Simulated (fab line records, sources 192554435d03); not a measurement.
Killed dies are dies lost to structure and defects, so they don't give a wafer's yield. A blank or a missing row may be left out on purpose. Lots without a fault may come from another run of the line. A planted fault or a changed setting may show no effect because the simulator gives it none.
Which tool did it? | flow n5_finfet | 24 lots, 72 wafers sampled, at 3 steps of a route of 1938

WHAT THE GAUGES READ, wafer by wafer
N5_BEOL_M8_OVL_MEAS_12. Usual: M8_OVL -0.2 nm, standard deviation 0.67.
lot  | measured     | on         | M8_OVL (nm)    | flag
L075 | day 9 20:32  | overlay-01 | -1.3 -0.6 -1.0 |
L074 | day 9 22:11  | overlay-02 | 0.2 -0.3 0.9   |
L076 | day 10 00:17 | overlay-01 | 0.1 -0.1 0.3   |
L077 | day 10 05:25 | overlay-01 | -0.5 0.7 -0.6  |
L078 | day 10 08:18 | overlay-02 | -1.2 -0.1 -0.1 |
L079 | day 10 10:58 | overlay-02 | -0.6 -0.4 -0.3 |
L080 | day 10 23:35 | overlay-02 | -0.8 -0.4 -0.1 |
L081 | day 11 07:23 | overlay-02 | 0.3 -0.2 -0.4  |
L082 | day 11 19:06 | overlay-01 | 0.5 -0.2 -1.6  |
L083 | day 12 00:13 | overlay-02 | -0.3 -0.5 -1.0 |
L084 | day 12 08:46 | overlay-02 | 1.1 1.1 0.4    |
L085 | day 12 11:36 | overlay-01 | -0.8 0.0 -0.5  |
L087 | day 12 21:24 | overlay-02 | 0.4 0.7 0.8    |
L088 | day 12 21:45 | overlay-02 | 0.4 0.1 0.5    |
L089 | day 13 01:17 | overlay-01 | 0.8 0.6 -0.2   |
L086 | day 13 02:01 | overlay-02 | 0.0 -0.7 -0.1  |
L090 | day 13 10:51 | overlay-01 | -1.0 -0.1 -0.3 |
L092 | day 13 23:11 | overlay-01 | -0.2 -0.8 0.2  |
L091 | day 14 01:52 | overlay-01 | -0.9 -0.1 0.2  |
L093 | day 14 02:25 | overlay-02 | -2.4 -1.2 -1.0 |
L095 | day 14 11:28 | overlay-02 | 0.1 0.1 -0.6   |
L094 | day 14 14:31 | overlay-02 | -0.7 1.2 -0.2  |
L096 | day 14 20:44 | overlay-01 | -0.4 -0.5 -0.9 |
L097 | day 15 00:50 | overlay-02 | 1.3 1.2 0.8    |

WHICH TOOL RAN EACH LOT (tool, then ch and the chambers of the sampled wafers, then the start)
lot  | N5_BEOL_M7_DEP_56               | N5_BEOL_M8_CURE_74
L075 | pecvd-04 ch 0,1, day 9 17:41    | uv_cure-01 ch 1, day 9 18:15
L074 | pecvd-04 ch 0,1, day 9 20:50    | uv_cure-03 ch 0, day 9 21:13
L076 | pecvd-04 ch 0,1, day 9 22:14    | uv_cure-03 ch 0, day 9 23:10
L077 | pecvd-03 ch 1,2, day 10 03:50   | uv_cure-03 ch 0, day 10 04:24
L078 | pecvd-04 ch 0,1, day 10 06:08   | uv_cure-01 ch 1, day 10 07:16
L079 | pecvd-03 ch 1,2, day 10 08:31   | uv_cure-02 ch 0, day 10 08:49
L080 | pecvd-03 ch 0,1, day 10 21:56   | uv_cure-03 ch 0, day 10 22:13
L081 | pecvd-04 ch 0,2, day 11 04:41   | uv_cure-01 ch 2, day 11 04:55
L082 | pecvd-04 ch 0,1,2, day 11 17:02 | uv_cure-01 ch 2, day 11 17:15
L083 | pecvd-04 ch 0,2, day 11 22:35   | uv_cure-03 ch 0, day 11 22:47
L084 | pecvd-04 ch 0,2, day 12 06:40   | uv_cure-01 ch 0, day 12 07:02
L085 | pecvd-03 ch 0,1,2, day 12 09:44 | uv_cure-02 ch 1, day 12 10:05
L087 | pecvd-04 ch 0,1,2, day 12 20:09 | uv_cure-01 ch 0, day 12 20:26
L088 | pecvd-03 ch 0,1,2, day 12 20:26 | uv_cure-03 ch 1, day 12 20:52
L089 | pecvd-03 ch 0,1, day 12 22:58   | uv_cure-01 ch 0, day 12 23:10
L086 | pecvd-04 ch 0,1, day 12 23:57   | uv_cure-01 ch 0, day 13 00:14
L090 | pecvd-03 ch 1,2, day 13 07:17   | uv_cure-01 ch 0, day 13 07:58
L092 | pecvd-03 ch 1,2, day 13 21:17   | uv_cure-01 ch 0, day 13 21:35
L091 | pecvd-01 ch 0,1,2, day 14 00:01 | uv_cure-01 ch 2, day 14 00:13
L093 | pecvd-03 ch 0,1,2, day 14 01:05 | uv_cure-01 ch 1, day 14 01:17
L095 | pecvd-01 ch 0,1,2, day 14 09:16 | uv_cure-03 ch 1, day 14 09:32
L094 | pecvd-03 ch 0,1,2, day 14 11:23 | uv_cure-01 ch 2, day 14 11:52
L096 | pecvd-01 ch 0,1, day 14 18:25   | uv_cure-02 ch 0, day 14 18:41
L097 | pecvd-03 ch 0,1,2, day 14 22:53 | uv_cure-02 ch 2, day 14 23:18
- N5_BEOL_M7_DEP_56: deposits SiCN from 3MS/NH3, target thk 10 nm, time 17.5 s.
- N5_BEOL_M8_CURE_74: cures SiCOH lowk, time 240 s.

WHAT THE TOOLS THEMSELVES READ (means of the sampled wafers that have a number; where no wafer has one, the mark that the record gives instead)
N5_BEOL_M7_DEP_56. Usual: showerhead_plenum_p_Torr 3.667 Torr, standard deviation 0.017; throttle_valve_pct 9.0 %, standard deviation 0.49.
lot  | tool     | showerhead_plenum_p_Torr (Torr) | throttle_valve_pct (%) | flag
L075 | pecvd-04 | 3.661                           | 9.1                    |
L074 | pecvd-04 | 3.664                           | 9.2                    |
L076 | pecvd-04 | 3.667                           | 9.5                    |
L077 | pecvd-03 | 3.660                           | 8.5                    |
L078 | pecvd-04 | 3.662                           | 9.3                    |
L079 | pecvd-03 | 3.657                           | 8.7                    |
L080 | pecvd-03 | 3.673                           | 9.1                    |
L081 | pecvd-04 | 3.672                           | 8.7                    |
L082 | pecvd-04 | 3.676                           | 9.1                    |
L083 | pecvd-04 | 3.682                           | 8.7                    |
L084 | pecvd-04 | 3.680                           | 8.6                    |
L085 | pecvd-03 | 3.664                           | 8.7                    |
L087 | pecvd-04 | 3.669                           | 9.1                    |
L088 | pecvd-03 | 3.675                           | 8.9                    |
L089 | pecvd-03 | 3.672                           | 9.1                    |
L086 | pecvd-04 | 3.663                           | 9.4                    |
L090 | pecvd-03 | 3.653                           | 8.5                    |
L092 | pecvd-03 | 3.656                           | 8.4                    |
L091 | pecvd-01 | 3.653                           | 9.3                    |
L093 | pecvd-03 | 3.673                           | 8.8                    |
L095 | pecvd-01 | 3.651                           | 9.1                    |
L094 | pecvd-03 | 3.666                           | 8.9                    |
L096 | pecvd-01 | 3.654                           | 9.4                    |
L097 | pecvd-03 | 3.668                           | 8.9                    |

N5_BEOL_M8_CURE_74. Usual: lamp_power_pct 52.31 %, standard deviation 0.052; wafer_temp_C_max 387.0, standard deviation 0.77.
lot  | tool       | lamp_power_pct (%) | wafer_temp_C_max | flag
L075 | uv_cure-01 | 52.30              | 386.6            |
L074 | uv_cure-03 | 52.34              | 387.3            |
L076 | uv_cure-03 | 52.32              | 387.3            |
L077 | uv_cure-03 | 52.31              | 387.4            |
L078 | uv_cure-01 | 52.30              | 386.8            |
L079 | uv_cure-02 | 52.29              | 387.7            |
L080 | uv_cure-03 | 52.31              | 387.4            |
L081 | uv_cure-01 | 52.33              | 388.6            |
L082 | uv_cure-01 | 52.32              | 388.5            |
L083 | uv_cure-03 | 52.28              | 387.3            |
L084 | uv_cure-01 | 52.28              | 386.3            |
L085 | uv_cure-02 | 52.34              | 386.2            |
L087 | uv_cure-01 | 52.32              | 386.3            |
L088 | uv_cure-03 | 52.36              | 386.3            |
L089 | uv_cure-01 | 52.26              | 386.2            |
L086 | uv_cure-01 | 52.29              | 386.3            |
L090 | uv_cure-01 | 52.32              | 386.3            |
L092 | uv_cure-01 | 52.28              | 386.2            |
L091 | uv_cure-01 | 52.34              | 387.6            |
L093 | uv_cure-01 | 52.35              | 386.8            |
L095 | uv_cure-03 | 52.29              | 386.5            |
L094 | uv_cure-01 | 52.30              | 387.7            |
L096 | uv_cure-02 | 52.34              | 387.6            |
L097 | uv_cure-02 | 52.27              | 386.8            |

THE ANSWER, worked out from the rows above alone
Rule: a lot is off if the mean of its wafers that have a number lies more than 3 standard deviations from the usual mean. A lot without any number at a reading at which 4 lots or more have one is off too. The other lots that the step has rows for count as sound. The gauges are gone through in route order, then the tools' own readings, and for those a lot's mean is taken as printed above. The first step at which some lot is off is used, and at that step the reading that is off furthest; a lot without a number counts as furthest.
No lot is off at any reading shown: from this, nothing can be told.

WHAT THE SIMULATOR HAD PUT IN
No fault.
